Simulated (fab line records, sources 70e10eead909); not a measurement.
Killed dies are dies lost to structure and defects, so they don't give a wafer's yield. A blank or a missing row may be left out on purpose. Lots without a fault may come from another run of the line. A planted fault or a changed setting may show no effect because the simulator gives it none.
Which tool did it? | flow nand_harc | 24 lots, 72 wafers sampled, at 3 steps of a route of 1159

WHAT THE GAUGES READ, wafer by wafer
NHARC_P_BONDPAD_THK_MEAS_20: measures by xrf. Usual: thk_nm 160.8 nm, standard deviation 1.3.
lot  | measured     | on            | thk_nm (nm)       | flag
L074 | day 6 21:34  | film_metro-02 | 160.6 161.9 159.6 |
L076 | day 7 00:57  | film_metro-02 | 161.3 161.9 163.0 |
L075 | day 7 01:47  | film_metro-02 | 161.7 162.0 161.8 |
L077 | day 7 06:08  | film_metro-01 | 160.7 160.5 161.1 |
L078 | day 7 15:07  | film_metro-01 | 162.3 162.7 158.4 |
L079 | day 7 15:57  | film_metro-02 | 160.9 161.3 161.9 |
L081 | day 7 22:53  | film_metro-01 | 160.9 162.2 160.8 |
L080 | day 7 23:07  | film_metro-01 | 158.9 161.8 160.5 |
L083 | day 8 19:53  | film_metro-01 | 161.3 160.9 160.4 |
L082 | day 8 20:25  | film_metro-02 | 160.0 160.5 160.8 |
L085 | day 8 22:20  | film_metro-01 | 159.2 161.2 160.1 |
L084 | day 8 23:49  | film_metro-01 | 162.1 163.3 164.6 |
L086 | day 9 16:47  | film_metro-02 | 159.3 162.3 159.4 |
L087 | day 9 17:14  | film_metro-01 | 159.8 159.4 159.8 |
L088 | day 10 01:11 | film_metro-02 | 159.3 160.2 162.1 |
L089 | day 10 10:10 | film_metro-02 | 160.4 162.4 162.7 |
L090 | day 10 10:51 | film_metro-02 | 162.7 161.1 161.9 |
L091 | day 10 23:37 | film_metro-02 | 160.6 160.7 159.6 |
L092 | day 11 07:47 | film_metro-02 | 161.9 161.6 161.5 |
L093 | day 11 08:07 | film_metro-02 | 158.7 161.7 161.9 |
L094 | day 11 10:31 | film_metro-02 | 159.8 159.6 162.4 |
L095 | day 11 16:10 | film_metro-02 | 160.5 160.8 160.8 |
L096 | day 11 22:26 | film_metro-01 | 160.1 161.8 161.0 |
L097 | day 12 15:44 | film_metro-01 | 159.4 158.7 157.9 |

WHICH TOOL RAN EACH LOT (tool, then ch and the chambers of the sampled wafers, then the start)
lot  | NHARC_P_M1_DEGAS_29          | NHARC_P_M1_PRE_CLEAN_30
L074 | pvd_sputter-02, day 6 11:02  | pvd_sputter-02, day 6 21:34 or earlier
L076 | pvd_sputter-01, day 6 14:50  | pvd_sputter-01, day 7 00:57 or earlier
L075 | pvd_sputter-02, day 6 15:11  | pvd_sputter-02, day 7 01:47 or earlier
L077 | pvd_sputter-01, day 6 20:02  | pvd_sputter-01, day 7 06:08 or earlier
L078 | pvd_sputter-01, day 7 05:03  | pvd_sputter-01, day 7 15:07 or earlier
L079 | pvd_sputter-03, day 7 05:30  | pvd_sputter-03, day 7 15:57 or earlier
L081 | pvd_sputter-01, day 7 12:01  | pvd_sputter-01, day 7 22:53 or earlier
L080 | pvd_sputter-03, day 7 12:10  | pvd_sputter-03, day 7 23:07 or earlier
L083 | pvd_sputter-03, day 8 09:29  | pvd_sputter-03, day 8 19:53 or earlier
L082 | pvd_sputter-01, day 8 10:14  | pvd_sputter-01, day 8 20:25 or earlier
L085 | pvd_sputter-02, day 8 11:59  | pvd_sputter-02, day 8 22:20 or earlier
L084 | pvd_sputter-01, day 8 13:14  | pvd_sputter-01, day 8 23:49 or earlier
L086 | pvd_sputter-03, day 9 05:49  | pvd_sputter-03, day 9 16:47 or earlier
L087 | pvd_sputter-03, day 9 06:43  | pvd_sputter-03, day 9 17:14 or earlier
L088 | pvd_sputter-02, day 9 15:04  | pvd_sputter-02, day 10 01:11 or earlier
L089 | pvd_sputter-03, day 10 00:11 | pvd_sputter-03, day 10 10:10 or earlier
L090 | pvd_sputter-01, day 10 00:53 | pvd_sputter-01, day 10 10:51 or earlier
L091 | pvd_sputter-02, day 10 13:14 | pvd_sputter-02, day 10 23:37 or earlier
L092 | pvd_sputter-02, day 10 21:05 | pvd_sputter-02, day 11 07:47 or earlier
L093 | pvd_sputter-01, day 10 21:13 | pvd_sputter-01, day 11 08:07 or earlier
L094 | pvd_sputter-01, day 11 00:20 | pvd_sputter-01, day 11 10:31 or earlier
L095 | pvd_sputter-01, day 11 06:04 | pvd_sputter-01, day 11 16:10 or earlier
L096 | pvd_sputter-02, day 11 11:47 | pvd_sputter-02, day 11 22:26 or earlier
L097 | pvd_sputter-02, day 12 05:40 | pvd_sputter-02, day 12 15:44 or earlier
- NHARC_P_M1_DEGAS_29: time 60 s.
- NHARC_P_M1_PRE_CLEAN_30: time 30 s.

WHAT THE TOOLS THEMSELVES READ (means of the sampled wafers that have a number; where no wafer has one, the mark that the record gives instead)
NHARC_P_M1_DEGAS_29. Usual: heater_power_w 325 W, standard deviation 33.
lot  | tool           | heater_power_w (W) | flag
L074 | pvd_sputter-02 | 335                |
L076 | pvd_sputter-01 | 327                |
L075 | pvd_sputter-02 | 339                |
L077 | pvd_sputter-01 | 342                |
L078 | pvd_sputter-01 | 316                |
L079 | pvd_sputter-03 | 317                |
L081 | pvd_sputter-01 | 325                |
L080 | pvd_sputter-03 | 292                |
L083 | pvd_sputter-03 | 298                |
L082 | pvd_sputter-01 | 368                |
L085 | pvd_sputter-02 | 351                |
L084 | pvd_sputter-01 | 330                |
L086 | pvd_sputter-03 | 296                |
L087 | pvd_sputter-03 | 318                |
L088 | pvd_sputter-02 | 338                |
L089 | pvd_sputter-03 | 310                |
L090 | pvd_sputter-01 | 326                |
L091 | pvd_sputter-02 | 325                |
L092 | pvd_sputter-02 | 338                |
L093 | pvd_sputter-01 | 371                |
L094 | pvd_sputter-01 | 343                |
L095 | pvd_sputter-01 | 318                |
L096 | pvd_sputter-02 | 325                |
L097 | pvd_sputter-02 | 341                |

NHARC_P_M1_PRE_CLEAN_30. Usual: heater_power_w 400 W, standard deviation 42.
lot  | tool           | heater_power_w (W) | flag
L074 | pvd_sputter-02 | 431                |
L076 | pvd_sputter-01 | 425                |
L075 | pvd_sputter-02 | 408                |
L077 | pvd_sputter-01 | 453                |
L078 | pvd_sputter-01 | 429                |
L079 | pvd_sputter-03 | 370                |
L081 | pvd_sputter-01 | 415                |
L080 | pvd_sputter-03 | 398                |
L083 | pvd_sputter-03 | 347                |
L082 | pvd_sputter-01 | 415                |
L085 | pvd_sputter-02 | 403                |
L084 | pvd_sputter-01 | 406                |
L086 | pvd_sputter-03 | 371                |
L087 | pvd_sputter-03 | 370                |
L088 | pvd_sputter-02 | 435                |
L089 | pvd_sputter-03 | 360                |
L090 | pvd_sputter-01 | 373                |
L091 | pvd_sputter-02 | 421                |
L092 | pvd_sputter-02 | 415                |
L093 | pvd_sputter-01 | 422                |
L094 | pvd_sputter-01 | 382                |
L095 | pvd_sputter-01 | 452                |
L096 | pvd_sputter-02 | 398                |
L097 | pvd_sputter-02 | 412                |

THE ANSWER, worked out from the rows above alone
Rule: a lot is off if the mean of its wafers that have a number lies more than 3 standard deviations from the usual mean. A lot without any number at a reading at which 4 lots or more have one is off too. The other lots that the step has rows for count as sound. The gauges are gone through in route order, then the tools' own readings, and for those a lot's mean is taken as printed above. The first step at which some lot is off is used, and at that step the reading that is off furthest; a lot without a number counts as furthest.
No lot is off at any reading shown: from this, nothing can be told.

WHAT THE SIMULATOR HAD PUT IN
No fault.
